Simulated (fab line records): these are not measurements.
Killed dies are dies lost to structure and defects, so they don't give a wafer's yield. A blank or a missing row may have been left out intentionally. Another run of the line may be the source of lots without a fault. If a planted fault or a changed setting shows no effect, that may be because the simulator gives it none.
Chamber matching -- flow nand-harc -- NHARC_P_CONTACT_DESCUM_17 on rie-diel-04 has 4 sister chambers
The step chemistry O2, time 3 s. 8 wafers are shown with their chamber, then 7 later ones without.

WAFERS WITH THEIR CHAMBER
wafer,chamber,drypump-motor-current-A (A),rf-vpp-V (V)
L816.2,2,5.6,57.6
L817.3,3,5.6,58.6
L820.3,2,5.6,57.5
L830.1,0,4.8,57.3
L830.3,1,5.3,58.1
L830.6,3,5.5,58.5
L835.2,1,5.3,59.7
L835.3,0,4.8,58.1

WAFERS WITHOUT THEIR CHAMBER
wafer,drypump-motor-current-A (A),rf-vpp-V (V)
L835.5,5.5,57.5
L836.3,5.6,56.9
L836.4,5.3,58.4
L836.6,5.3,58.5
L837.1,5.6,57.2
L837.3,4.9,57.5
L837.4,5.3,57.3

EACH ONE'S CHAMBER
wafer,from the rows above,in truth
L835.5,can't be placed: 3 or 2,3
L836.3,can't be placed: 2 or 3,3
L836.4,1,1
L836.6,1,1
L837.1,2,2
L837.3,0,0
L837.4,1,1
Correct placement for 5 of the 7. Unplaceable from these rows: 2, with the true chamber sitting among the candidates in 2. Number placed wrongly: 0.
How it was worked out, from the rows above alone: a wafer's distance from a chamber is the root of the sum, over the readings, of the square of ((its reading less the chamber's mean) divided by the reading's scatter). If the next closest chamber is less than 2 further off than the closest, the wafer can't be placed; otherwise it belongs to the closest. Each chamber's mean is taken over the wafers shown for it. How the scatter is found: for the shown wafers, subtract from each reading the mean of its chamber, square and add these, divide the total by (wafers less chambers), then take the root.
